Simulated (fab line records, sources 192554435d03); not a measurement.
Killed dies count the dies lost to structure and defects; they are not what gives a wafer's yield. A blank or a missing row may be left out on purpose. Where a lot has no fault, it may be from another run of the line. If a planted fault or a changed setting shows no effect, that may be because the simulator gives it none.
Split-lot study :: flow n5-finfet :: 21 wafers read from 7 lots, route of 1938 steps

== SPLIT DETAILS ==
At N5_BEOL_M4_COAT_73 (time 60 s, resist thk 5 nm), the setting spin-rpm was moved away from the recipe's 1500 rpm on 6 of the 21 wafers read, by -3.5% to +11.1%. For the rest of the wafers, this setting stayed at what the recipe calls for.

== FROM THE SPLIT TO THE READING: what the file shows between them, 3 steps ==
- N5_BEOL_M4_COAT_05: resist thk 30 nm
- N5_BEOL_M4_EBR_07
- N5_BEOL_M4_DESCUM_16: chemistry O2, time 7 s

== THE READING ==
etch.depth-nm (the simulator's own value, which no gauge read), in nm, at N5_BEOL_M4_ETCH_74 (etches underlayer in N2/H2, target depth 6.5 nm, time 5.2 s). The file does not state a usual value for it. Across the 15 wafers here that went through the recipe, the average is 5.002 nm and the standard deviation 0.011 nm.

wafer: L075.1
tool, chamber at the split: litho-track-02, 0
spin-rpm as run, rpm: 1448
against the recipe: -3.5%
etch.depth-nm, nm: 5.077
against lot-mates on the recipe: +0.081

wafer: L075.3
tool, chamber at the split: litho-track-02, 0
spin-rpm as run, rpm: 1448
against the recipe: -3.5%
etch.depth-nm, nm: 5.087
against lot-mates on the recipe: +0.091

wafer: L075.6
tool, chamber at the split: litho-track-02, 0
spin-rpm as run, rpm: 1500
against the recipe: recipe
etch.depth-nm, nm: 4.996
against lot-mates on the recipe: -

wafer: L077.3
tool, chamber at the split: litho-track-03, 0
spin-rpm as run, rpm: 1500
against the recipe: recipe
etch.depth-nm, nm: 5.009
against lot-mates on the recipe: -

wafer: L077.4
tool, chamber at the split: litho-track-03, 0
spin-rpm as run, rpm: 1570
against the recipe: +4.7%
etch.depth-nm, nm: 4.9
against lot-mates on the recipe: -0.109

wafer: L077.6
tool, chamber at the split: litho-track-03, 0
spin-rpm as run, rpm: 1570
against the recipe: +4.7%
etch.depth-nm, nm: 4.904
against lot-mates on the recipe: -0.105

wafer: L082.4
tool, chamber at the split: litho-track-04, 0
spin-rpm as run, rpm: 1500
against the recipe: recipe
etch.depth-nm, nm: 5.014
against lot-mates on the recipe: -

wafer: L082.5
tool, chamber at the split: litho-track-04, 0
spin-rpm as run, rpm: 1500
against the recipe: recipe
etch.depth-nm, nm: 5.017
against lot-mates on the recipe: -

wafer: L082.6
tool, chamber at the split: litho-track-04, 0
spin-rpm as run, rpm: 1500
against the recipe: recipe
etch.depth-nm, nm: 5.021
against lot-mates on the recipe: -

wafer: L089.2
tool, chamber at the split: litho-track-03, 0
spin-rpm as run, rpm: 1500
against the recipe: recipe
etch.depth-nm, nm: 5.012
against lot-mates on the recipe: -

wafer: L089.4
tool, chamber at the split: litho-track-03, 0
spin-rpm as run, rpm: 1500
against the recipe: recipe
etch.depth-nm, nm: 5.008
against lot-mates on the recipe: -

wafer: L089.6
tool, chamber at the split: litho-track-03, 0
spin-rpm as run, rpm: 1500
against the recipe: recipe
etch.depth-nm, nm: 4.991
against lot-mates on the recipe: -

wafer: L092.2
tool, chamber at the split: litho-track-02, 0
spin-rpm as run, rpm: 1667
against the recipe: +11.1%
etch.depth-nm, nm: 4.756
against lot-mates on the recipe: -0.247

wafer: L092.3
tool, chamber at the split: litho-track-02, 0
spin-rpm as run, rpm: 1500
against the recipe: recipe
etch.depth-nm, nm: 5.003
against lot-mates on the recipe: -

wafer: L092.4
tool, chamber at the split: litho-track-02, 0
spin-rpm as run, rpm: 1667
against the recipe: +11.1%
etch.depth-nm, nm: 4.743
against lot-mates on the recipe: -0.260

wafer: L096.2
tool, chamber at the split: litho-track-04, 0
spin-rpm as run, rpm: 1500
against the recipe: recipe
etch.depth-nm, nm: 4.988
against lot-mates on the recipe: -

wafer: L096.5
tool, chamber at the split: litho-track-04, 0
spin-rpm as run, rpm: 1500
against the recipe: recipe
etch.depth-nm, nm: 5.003
against lot-mates on the recipe: -

wafer: L096.6
tool, chamber at the split: litho-track-04, 0
spin-rpm as run, rpm: 1500
against the recipe: recipe
etch.depth-nm, nm: 5.007
against lot-mates on the recipe: -

wafer: L097.2
tool, chamber at the split: litho-track-04, 0
spin-rpm as run, rpm: 1500
against the recipe: recipe
etch.depth-nm, nm: 4.995
against lot-mates on the recipe: -

wafer: L097.3
tool, chamber at the split: litho-track-04, 0
spin-rpm as run, rpm: 1500
against the recipe: recipe
etch.depth-nm, nm: 4.98
against lot-mates on the recipe: -

wafer: L097.6
tool, chamber at the split: litho-track-04, 0
spin-rpm as run, rpm: 1500
against the recipe: recipe
etch.depth-nm, nm: 4.991
against lot-mates on the recipe: -

THE FIT
A straight line over all 21 wafers: etch.depth-nm changes by -0.0226 nm for each +1% of spin-rpm; r = -0.99; the points scatter about the line by 0.011 nm.
The same after taking each lot's own level away (the mean of its wafers on the recipe; 21 wafers): -0.023 nm for each +1%; r = -1.00; scatter 0.0065 nm.
The reading moves by 0.26 nm for the largest change in spin-rpm, on that fit.
The span of the lots' own levels, 4.9887 to 5.0173 nm, comes to 2.5 times the standard deviation stated above.
So the lot-to-lot level changes the slope little: the two slopes agree.
Check: -0.261 nm against its lot-mates is what the line predicts for one of the wafers moved furthest among these (+11.1%) when that wafer is left out of the fit. It came out at -0.247 nm against them.

== THE FILE'S OWN FIT ==
etch.depth-nm changes by -0.0229 nm for each +1% of spin-rpm, r = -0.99.
